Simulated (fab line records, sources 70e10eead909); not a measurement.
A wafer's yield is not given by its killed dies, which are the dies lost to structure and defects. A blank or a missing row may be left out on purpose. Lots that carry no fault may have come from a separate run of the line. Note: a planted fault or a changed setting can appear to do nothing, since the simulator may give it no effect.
fab line records ; flow nand_harc
[record] lots = 6; wafers = 18; last_day = 24
route steps=1159 shown A_SOURCE_PLATE@414 A_ONON_D1@424 END@1159
lots that met no fault: taken from a fault-free run of the same line
start_h: the number of hours between the record's first day and the start of the first shown wafer of the lot ; wait_h: hours from the lot's prior step to this one ; " the same as in the row above ; L1.1+2: a row that stands for several wafers ; - no value, or no start was given ; * or withheld: withheld ; < > ~ a bound
route shown NAME@n: names a module that has steps shown in the file, with the first one's number in the route ; usual: mean/standard deviation of fault-free wafers ; same: alike in all rows ; chamber/n: place in a boat ; sites: the reading at each site ; _std_site: the values' standard deviation ; _edge_site: the outer-site mean with the inner-site mean subtracted ; radius_mm: for every site, how far away it sits from the centre of the wafer ; mask NAME#n: copy n ; behind: the tool/chamber that last shaped the wafer ; hold: why the lot went on hold/how many hours it stayed there/how the hold came to an end ; device: transistor that didn't switch, given as n, p or np ; end of line: tests of these same wafers at the route's end ; a step without rows: its recipe alone ; killed: dies that structure and defects cost at the first sort, which is not the same as the wafer's yield ; map: shows each die of a wafer: x if killed, . if not, _ if none is there
set.NAME: the setting as run; set.NAME@STEP: as run at that earlier step ; model.NAME: the simulator's own value behind a step, which no gauge read
lots seen at some steps along the route; tables by step, rows by wafer
services: the hour from which a tool's chamber was out of use, counted from the record's first day as start_h (under 0 if before that day), plus the number of hours and why
[[steps]]
[step NHARC_A_SOURCE_PLATE_SRD_01]
[step NHARC_A_SOURCE_PLATE_OXIDE_02]
[recipe] target_thk_a = 100; temp_c = 900; ox_time_s = 1362; material = SiO2
[step NHARC_A_SOURCE_PLATE_THK_MEAS_09]
[recipe] thk_meas_gauge = ellipsometry
[usual] thk_nm = 9.8/0.89
lot.wafer;tool;chamber;start_h;wait_h;thk_nm
L339.2;film_metro-01;-;157.86;0.4;8.8
L339.4;film_metro-01;-;157.86;0.4;9.6
L339.5;film_metro-01;-;157.86;0.4;9.6
L342.2;film_metro-02;-;174.98;0.4;10.1
L342.3;film_metro-02;-;174.98;0.4;10.0
L342.4;film_metro-02;-;174.98;0.4;9.0
L350.2;film_metro-02;-;219.67;0.4;10.7
L350.3;film_metro-02;-;219.67;0.4;9.5
L350.6;film_metro-02;-;219.67;0.4;10.0
L351.1;film_metro-01;-;236.43;0.4;10.1
L351.3;film_metro-01;-;236.43;0.4;10.5
L351.6;film_metro-01;-;236.43;0.4;9.7
L353.2;film_metro-02;-;247.23;0.4;10.3
L353.4;film_metro-02;-;247.23;0.4;10.6
L353.5;film_metro-02;-;247.23;0.4;7.9
L357.1;film_metro-02;-;267.82;0.4;9.8
L357.4;film_metro-02;-;267.82;0.4;10.5
L357.6;film_metro-02;-;267.82;0.4;8.5
[step NHARC_A_SOURCE_PLATE_PVD_04]
[recipe] target_thk_a = 500; material = WSi2
[step NHARC_A_SOURCE_PLATE_CVD_03]
[recipe] target_thk_a = 2000; temp_c = 620; pressure_mtorr = 200; time_s = 4000; material = poly-Si
[step NHARC_A_SOURCE_PLATE_ANNEAL_05]
[recipe] temp_c = 850; time_s = 1800
[step NHARC_A_SOURCE_PLATE_THK_MEAS_06]
[recipe] thk_meas_gauge = ellipsometry
[usual] thk_nm = 200.4/2.1
lot.wafer;tool;chamber;start_h;wait_h;thk_nm
L339.2;film_metro-02;-;171.30;0.4;202.3
L339.4;film_metro-02;-;171.30;0.4;203.0
L339.5;film_metro-02;-;171.30;0.4;202.9
L342.2;film_metro-02;-;187.82;0.4;203.8
L342.3;film_metro-02;-;187.82;0.4;201.2
L342.4;film_metro-02;-;187.82;0.4;203.3
L350.2;film_metro-02;-;232.81;0.4;201.7
L350.3;film_metro-02;-;232.81;0.4;200.2
L350.6;film_metro-02;-;232.81;0.4;201.3
L351.1;film_metro-02;-;250.89;0.4;200.0
L351.3;film_metro-02;-;250.89;0.4;203.0
L351.6;film_metro-02;-;250.89;0.4;200.7
L353.2;film_metro-01;-;260.39;0.4;203.9
L353.4;film_metro-01;-;260.39;0.4;203.0
L353.5;film_metro-01;-;260.39;0.4;205.4
L357.1;film_metro-01;-;283.42;0.4;200.1
L357.4;film_metro-01;-;283.42;0.4;197.3
L357.6;film_metro-01;-;283.42;0.4;198.0
[step NHARC_A_SOURCE_PLATE_INSPECT_08]
[usual] raw_defect_count = 59/23
lot.wafer;tool;chamber;start_h;wait_h;raw_defect_count
L339.2;defect_inspect-02;-;171.38;0.0;27
L339.4;defect_inspect-02;-;171.38;0.0;75
L339.5;defect_inspect-02;-;171.38;0.0;85
L342.2;defect_inspect-02;-;187.88;0.0;47
L342.3;defect_inspect-02;-;187.88;0.0;44
L342.4;defect_inspect-02;-;187.88;0.0;102
L350.2;defect_inspect-01;-;232.92;0.0;41
L350.3;defect_inspect-01;-;232.92;0.0;42
L350.6;defect_inspect-01;-;232.92;0.0;61
L351.1;defect_inspect-02;-;250.97;0.0;52
L351.3;defect_inspect-02;-;250.97;0.0;56
L351.6;defect_inspect-02;-;250.97;0.0;51
L353.2;defect_inspect-02;-;260.47;0.1;114
L353.4;defect_inspect-02;-;260.47;0.1;72
L353.5;defect_inspect-02;-;260.47;0.1;48
L357.1;defect_inspect-02;-;283.48;0.0;69
L357.4;defect_inspect-02;-;283.48;0.0;69
L357.6;defect_inspect-02;-;283.48;0.0;87
[step NHARC_A_ONON_D1_DEP_00]
[recipe] target_thk_a = 10000; n2_flow_sccm = 2750; n2o_flow_sccm = 2000; nh3_flow_sccm = 500; sih4_flow_sccm = 210; temp_c = 400
[step NHARC_A_ONON_D1_THK_MEAS_02]
[recipe] thk_meas_gauge = ellipsometry
[usual] thk_nm = 1000/9.1
lot.wafer;tool;chamber;start_h;wait_h;thk_nm
L339.2;film_metro-01;-;171.96;-;1014
L339.4;film_metro-01;-;171.96;-;1015
L339.5;film_metro-01;-;171.96;-;1015
L342.2;film_metro-02;-;188.45;-;1003
L342.3;film_metro-02;-;188.45;-;1004
L342.4;film_metro-02;-;188.45;-;1004
L350.2;film_metro-02;-;233.61;-;1000
L350.3;film_metro-02;-;233.61;-;997
L350.6;film_metro-02;-;233.61;-;999
L351.1;film_metro-01;-;251.55;-;1007
L351.3;film_metro-01;-;251.55;-;1007
L351.6;film_metro-01;-;251.55;-;1007
L353.2;film_metro-01;-;261.26;-;1002
L353.4;film_metro-01;-;261.26;-;1003
L353.5;film_metro-01;-;261.26;-;1003
L357.1;film_metro-01;-;284.06;-;1006
L357.4;film_metro-01;-;284.06;-;1005
L357.6;film_metro-01;-;284.06;-;1005
[step NHARC_A_ONON_D1_DEP_03]
[recipe] target_thk_a = 10000; n2_flow_sccm = 2750; n2o_flow_sccm = 2000; nh3_flow_sccm = 500; sih4_flow_sccm = 210; temp_c = 400
lot.wafer;tool;chamber;start_h;wait_h
L339.2+4+5;pecvd_onon-02;0;172.08;0.1
L342.2+3+4;pecvd_onon-03;0;188.57;0.1
L350.2+3+6;pecvd_onon-02;0;233.85;0.2
L351.1+3+6;pecvd_onon-02;0;251.61;0.1
L353.2+4+5;pecvd_onon-03;0;261.38;0.1
L357.1+4+6;pecvd_onon-03;0;284.11;0.1
[step NHARC_A_ONON_D1_THK_MEAS_05]
[recipe] thk_meas_gauge = ellipsometry
[usual] thk_nm = 1002/7.9
lot.wafer;tool;chamber;start_h;wait_h;thk_nm
L339.2;film_metro-02;-;172.53;-;1006
L339.4;film_metro-02;-;172.53;-;1005
L339.5;film_metro-02;-;172.53;-;1006
L342.2;film_metro-01;-;189.02;-;1000
L342.3;film_metro-01;-;189.02;-;995
L342.4;film_metro-01;-;189.02;-;998
L350.2;film_metro-02;-;234.30;-;402
L350.3;film_metro-02;-;234.30;-;404
L350.6;film_metro-02;-;234.30;-;401
L351.1;film_metro-02;-;252.15;-;390
L351.3;film_metro-02;-;252.15;-;387
L351.6;film_metro-02;-;252.15;-;388
L353.2;film_metro-01;-;261.84;-;1001
L353.4;film_metro-01;-;261.84;-;1001
L353.5;film_metro-01;-;261.84;-;999
L357.1;film_metro-01;-;284.62;-;997
L357.4;film_metro-01;-;284.62;-;997
L357.6;film_metro-01;-;284.62;-;998
[step NHARC_A_ONON_D1_DEP_06]
[recipe] target_thk_a = 10000; n2_flow_sccm = 2750; n2o_flow_sccm = 2000; nh3_flow_sccm = 500; sih4_flow_sccm = 210; temp_c = 400
[step NHARC_END_SORT_01]
[recipe] temp_c = 25
[usual] killed_at_array = 26/9.9; killed_at_other = 0.8/1; killed_at_periphery = 2.8/2.2; killed_dies = 29/9.9; killed_open = 3.2/1.8; killed_short = 2.1/1.4
[same] gross_dies = 677
lot.wafer;tool;chamber;start_h;wait_h;killed_at_array;killed_at_other;killed_at_periphery;killed_dies;killed_open;killed_short
L342.2;prober-01;0;481.79;2.8;24;0;3;27;7;3
L342.3;prober-01;0;482.59;3.1;19;1;3;23;7;2
L342.4;prober-01;0;483.39;3.4;34;0;2;36;5;6
L350.2;prober-01;0;512.90;2.8;675;0;2;677;3;1
L350.3;prober-01;0;513.70;3.1;677;0;0;677;3;3
L350.6;prober-01;0;516.09;4.0;677;0;0;677;2;1
L351.1;prober-02;0;525.24;2.5;669;0;8;677;5;0
L351.3;prober-02;0;526.82;3.1;675;0;2;677;2;2
L351.6;prober-02;0;529.19;4.0;673;0;4;677;1;3
// killed by level:class
L342.2 A_CHANNEL_HOLE_D1:chamber_film_flake=10 A_CONTACT:chamber_film_flake=4 P_CONTACT:geometric_particle:open=2 A_ONON_D1:geometric_particle:short=2 A_BLC:geometric_particle:open=2 A_ONON_D1:geometric_particle:open=1 A_CHANNEL_FILL_D1:geometric_particle:short=1 A_SGD_CUT:geometric_particle:open=1
L342.3 A_CHANNEL_HOLE_D1:chamber_film_flake=11 P_CONTACT:geometric_particle:open=1 P_M0:geometric_particle:open=1 P_M1:geometric_particle:open=1 A_SOURCE_PLATE:geometric_particle:open=1 A_ONON_D1:geometric_particle:open=1 A_STAIRCASE:geometric_particle:short=1 A_CONTACT:geometric_particle:open=1
L342.4 A_CHANNEL_HOLE_D1:chamber_film_flake=17 A_CHANNEL_FILL_D1:geometric_particle:open=4 A_CHANNEL_FILL_D1:geometric_particle:short=3 A_CHANNEL_FILL_D1:chamber_film_flake=3 A_CONTACT:chamber_film_flake=2 P_CONTACT:geometric_particle:open=1 A_SGD_CUT:geometric_particle:short=1 A_WL_FILL:geometric_particle:short=1
L350.2 A_ONON_D1:area_dep=660 A_CHANNEL_HOLE_D1:chamber_film_flake=6 A_WL_FILL:chamber_film_flake=4 A_STAIRCASE:chamber_film_flake=2 P_M0:geometric_particle:open=1 P_M1:geometric_particle:open=1 A_CHANNEL_FILL_D1:geometric_particle:open=1 A_WL_FILL:geometric_particle:short=1
L350.3 A_ONON_D1:area_dep=663 A_CHANNEL_HOLE_D1:chamber_film_flake=5 A_SGD_CUT:geometric_particle:short=2 A_CONTACT:geometric_particle:open=2 A_CONTACT:chamber_film_flake=2 A_CHANNEL_FILL_D1:geometric_particle:short=1 A_BLC:geometric_particle:open=1 A_STAIRCASE:chamber_film_flake=1
L350.6 A_ONON_D1:area_dep=662 A_CONTACT:chamber_film_flake=5 A_CHANNEL_HOLE_D1:chamber_film_flake=2 A_STAIRCASE:chamber_film_flake=2 A_ONON_D1:geometric_particle:short=1 A_WL_FILL:geometric_particle:open=1 A_BLC:geometric_particle:open=1 A_CHANNEL_FILL_D1:chamber_film_flake=1
L351.1 A_ONON_D1:area_dep=643 A_SLIT:chamber_film_flake=13 A_CONTACT:chamber_film_flake=5 P_CONTACT:chamber_film_flake=4 A_CHANNEL_HOLE_D1:chamber_film_flake=4 P_M0:geometric_particle:open=1 P_M1:geometric_particle:open=1 A_ONON_D1:geometric_particle:open=1
L351.3 A_ONON_D1:area_dep=651 A_SLIT:chamber_film_flake=8 A_CHANNEL_HOLE_D1:chamber_film_flake=4 A_STAIRCASE:chamber_film_flake=3 A_WL_FILL:chamber_film_flake=3 A_CONTACT:chamber_film_flake=3 P_M1:geometric_particle:short=1 A_ONON_D1:geometric_particle:short=1
L351.6 A_ONON_D1:area_dep=643 A_SLIT:chamber_film_flake=18 A_CHANNEL_HOLE_D1:chamber_film_flake=5 A_CONTACT:chamber_film_flake=4 P_CONTACT:geometric_particle:short=2 A_WL_FILL:chamber_film_flake=2 P_CONTACT:geometric_particle:open=1 A_CONTACT:geometric_particle:short=1
// map L350.2 (x killed, . not)
____________x____________
_________xxxxxxx_________
_______xxxxxxxxxxx_______
______xxxxxxxxxxxxx______
_____xxxxxxxxxxxxxxx_____
____xxxxxxxxxxxxxxxxx____
____xxxxxxxxxxxxxxxxx____
___xxxxxxxxxxxxxxxxxxx___
___xxxxxxxxxxxxxxxxxxx___
__xxxxxxxxxxxxxxxxxxxxx__
__xxxxxxxxxxxxxxxxxxxxx__
_xxxxxxxxxxxxxxxxxxxxxxx_
_xxxxxxxxxxxxxxxxxxxxxxx_
_xxxxxxxxxxxxxxxxxxxxxxx_
_xxxxxxxxxxxxxxxxxxxxxxx_
_xxxxxxxxxxxxxxxxxxxxxxx_
xxxxxxxxxxxxxxxxxxxxxxxxx
xxxxxxxxxxxxxxxxxxxxxxxxx
xxxxxxxxxxxxxxxxxxxxxxxxx
xxxxxxxxxxxxxxxxxxxxxxxxx
xxxxxxxxxxxxxxxxxxxxxxxxx
_xxxxxxxxxxxxxxxxxxxxxxx_
_xxxxxxxxxxxxxxxxxxxxxxx_
_xxxxxxxxxxxxxxxxxxxxxxx_
_xxxxxxxxxxxxxxxxxxxxxxx_
_xxxxxxxxxxxxxxxxxxxxxxx_
__xxxxxxxxxxxxxxxxxxxxx__
__xxxxxxxxxxxxxxxxxxxxx__
___xxxxxxxxxxxxxxxxxxx___
___xxxxxxxxxxxxxxxxxxx___
____xxxxxxxxxxxxxxxxx____
____xxxxxxxxxxxxxxxxx____
_____xxxxxxxxxxxxxxx_____
______xxxxxxxxxxxxx______
_______xxxxxxxxxxx_______
_________xxxxxxx_________
____________x____________
// map L351.1 (x killed, . not)
____________x____________
_________xxxxxxx_________
_______xxxxxxxxxxx_______
______xxxxxxxxxxxxx______
_____xxxxxxxxxxxxxxx_____
____xxxxxxxxxxxxxxxxx____
____xxxxxxxxxxxxxxxxx____
___xxxxxxxxxxxxxxxxxxx___
___xxxxxxxxxxxxxxxxxxx___
__xxxxxxxxxxxxxxxxxxxxx__
__xxxxxxxxxxxxxxxxxxxxx__
_xxxxxxxxxxxxxxxxxxxxxxx_
_xxxxxxxxxxxxxxxxxxxxxxx_
_xxxxxxxxxxxxxxxxxxxxxxx_
_xxxxxxxxxxxxxxxxxxxxxxx_
_xxxxxxxxxxxxxxxxxxxxxxx_
xxxxxxxxxxxxxxxxxxxxxxxxx
xxxxxxxxxxxxxxxxxxxxxxxxx
xxxxxxxxxxxxxxxxxxxxxxxxx
xxxxxxxxxxxxxxxxxxxxxxxxx
xxxxxxxxxxxxxxxxxxxxxxxxx
_xxxxxxxxxxxxxxxxxxxxxxx_
_xxxxxxxxxxxxxxxxxxxxxxx_
_xxxxxxxxxxxxxxxxxxxxxxx_
_xxxxxxxxxxxxxxxxxxxxxxx_
_xxxxxxxxxxxxxxxxxxxxxxx_
__xxxxxxxxxxxxxxxxxxxxx__
__xxxxxxxxxxxxxxxxxxxxx__
___xxxxxxxxxxxxxxxxxxx___
___xxxxxxxxxxxxxxxxxxx___
____xxxxxxxxxxxxxxxxx____
____xxxxxxxxxxxxxxxxx____
_____xxxxxxxxxxxxxxx_____
______xxxxxxxxxxxxx______
_______xxxxxxxxxxx_______
_________xxxxxxx_________
____________x____________
[[services]]
tool;chamber;start_h;hours;kind
pecvd_onon-03;-;153.00;13.0;pm
[[key]]
[first_sign] step = NHARC_A_ONON_D1_THK_MEAS_05; reading = thk_nm; direction = down; sigmas = 76; usual = 1002; struck = 395
[effect] step = NHARC_END_SORT_01; reading = killed_at_array; direction = up; sigmas = 66; usual = 26; struck = 674
[more_kills_born_at] NHARC_A_ONON_D1_DEP_03@pecvd_onon-02 = 3922
met_at NHARC_A_ONON_D1_DEP_03
struck_wafers L350.2,L350.3,L350.6,L351.1,L351.3,L351.6
later_rows_left_out L350.2,L350.3,L350.6,L351.1,L351.3,L351.6
tester_left_out L350,L351
onset_between 172.08 233.85
[fault] kind = process_parameter_drift; tool = pecvd_onon-02; chamber = 0; onset_h = 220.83; steps = NHARC_A_ONON_D1_DEP_03; channel = target_thk_a; offset = *; shape = step; end_h = 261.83; acts_in = *; stated = *
// tester_left_out: of these lots the tester's yield and bins aren't shown, on N5 and GAA mostly nor the transistor test; their killed dies are dies lost to structure and defects alone, not to doping, threshold or leakage, so they don't give the yield
// later_rows_left_out: the simulator's readings of these wafers behind a module that went badly wrong aren't trusted and aren't shown, but for the sort
